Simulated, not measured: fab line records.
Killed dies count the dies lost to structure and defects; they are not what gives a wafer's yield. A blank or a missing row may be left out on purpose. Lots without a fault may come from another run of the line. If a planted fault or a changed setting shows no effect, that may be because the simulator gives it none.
Chamber matching / flow n5-finfet / 3 sister chambers for N5_BEOL_M0_CO_CAP_123 on cvd-co-02
The step material Co, precursor CCTBA/H2, target thk 2 nm, time 102.1 s. 36 wafers are shown with their chamber, then 12 later ones without.

## WAFERS WITH THEIR CHAMBER
wafer=L075.2; chamber=0; heater-power-w (W)=245
wafer=L075.3; chamber=1; heater-power-w (W)=281
wafer=L075.6; chamber=2; heater-power-w (W)=261
wafer=L076.1; chamber=0; heater-power-w (W)=253
wafer=L076.2; chamber=1; heater-power-w (W)=278
wafer=L076.4; chamber=0; heater-power-w (W)=255
wafer=L080.3; chamber=2; heater-power-w (W)=260
wafer=L080.4; chamber=2; heater-power-w (W)=250
wafer=L080.6; chamber=1; heater-power-w (W)=277
wafer=L082.1; chamber=2; heater-power-w (W)=255
wafer=L082.2; chamber=1; heater-power-w (W)=282
wafer=L082.3; chamber=0; heater-power-w (W)=250
wafer=L083.3; chamber=1; heater-power-w (W)=265
wafer=L083.4; chamber=0; heater-power-w (W)=250
wafer=L083.6; chamber=2; heater-power-w (W)=269
wafer=L084.2; chamber=0; heater-power-w (W)=248
wafer=L084.3; chamber=2; heater-power-w (W)=251
wafer=L084.5; chamber=0; heater-power-w (W)=248
wafer=L085.1; chamber=2; heater-power-w (W)=253
wafer=L085.3; chamber=1; heater-power-w (W)=272
wafer=L085.6; chamber=1; heater-power-w (W)=285
wafer=L088.2; chamber=0; heater-power-w (W)=251
wafer=L088.3; chamber=2; heater-power-w (W)=259
wafer=L088.4; chamber=2; heater-power-w (W)=259
wafer=L090.1; chamber=0; heater-power-w (W)=248
wafer=L090.3; chamber=1; heater-power-w (W)=281
wafer=L090.6; chamber=1; heater-power-w (W)=272
wafer=L091.1; chamber=1; heater-power-w (W)=274
wafer=L091.3; chamber=0; heater-power-w (W)=250
wafer=L091.4; chamber=2; heater-power-w (W)=263
wafer=L093.1; chamber=2; heater-power-w (W)=266
wafer=L093.3; chamber=0; heater-power-w (W)=260
wafer=L093.4; chamber=2; heater-power-w (W)=253
wafer=L094.4; chamber=1; heater-power-w (W)=276
wafer=L094.5; chamber=0; heater-power-w (W)=250
wafer=L094.6; chamber=2; heater-power-w (W)=260

SIGNATURES (averages over the wafers above)
reading=heater-power-w; chamber 0=250.67; chamber 1=276.64; chamber 2=258.38; scatter within a chamber=5.19
Rule: for each reading, subtract the chamber's mean from the wafer's reading, divide by that reading's scatter and square the result; add these up over the readings and take the root, which gives the wafer's distance from the chamber. The wafer belongs to the nearest chamber; if the next one is less than 2 further off, it can't be placed. The scatter: take each reading less its chamber's mean, square it, sum over the shown wafers, divide by the number of wafers less the number of chambers, and take the root.

## WAFERS WITH NO CHAMBER GIVEN
wafer=L095.1; heater-power-w (W)=253
wafer=L095.3; heater-power-w (W)=264
wafer=L095.5; heater-power-w (W)=269
wafer=L096.1; heater-power-w (W)=252
wafer=L096.2; heater-power-w (W)=270
wafer=L096.3; heater-power-w (W)=255
wafer=L096.4; heater-power-w (W)=265
wafer=L096.5; heater-power-w (W)=248
wafer=L096.6; heater-power-w (W)=272
wafer=L097.3; heater-power-w (W)=274
wafer=L097.4; heater-power-w (W)=267
wafer=L097.5; heater-power-w (W)=253

## THE CHAMBER EACH PASSED THROUGH
wafer=L095.1; from the rows above=can't be placed: 0 or 2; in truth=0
wafer=L095.3; from the rows above=can't be placed: 2 or 1 or 0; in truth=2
wafer=L095.5; from the rows above=can't be placed: 1 or 2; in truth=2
wafer=L096.1; from the rows above=can't be placed: 0 or 2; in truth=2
wafer=L096.2; from the rows above=can't be placed: 1 or 2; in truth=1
wafer=L096.3; from the rows above=can't be placed: 2 or 0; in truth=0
wafer=L096.4; from the rows above=can't be placed: 2 or 1 or 0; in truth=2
wafer=L096.5; from the rows above=can't be placed: 0 or 2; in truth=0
wafer=L096.6; from the rows above=can't be placed: 1 or 2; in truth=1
wafer=L097.3; from the rows above=1; in truth=1
wafer=L097.4; from the rows above=can't be placed: 2 or 1 or 0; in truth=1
wafer=L097.5; from the rows above=can't be placed: 0 or 2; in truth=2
1 of 12 placed correctly. From these rows, 11 cannot be placed; in 11 the true chamber is one of the candidates. 0 placed wrongly.
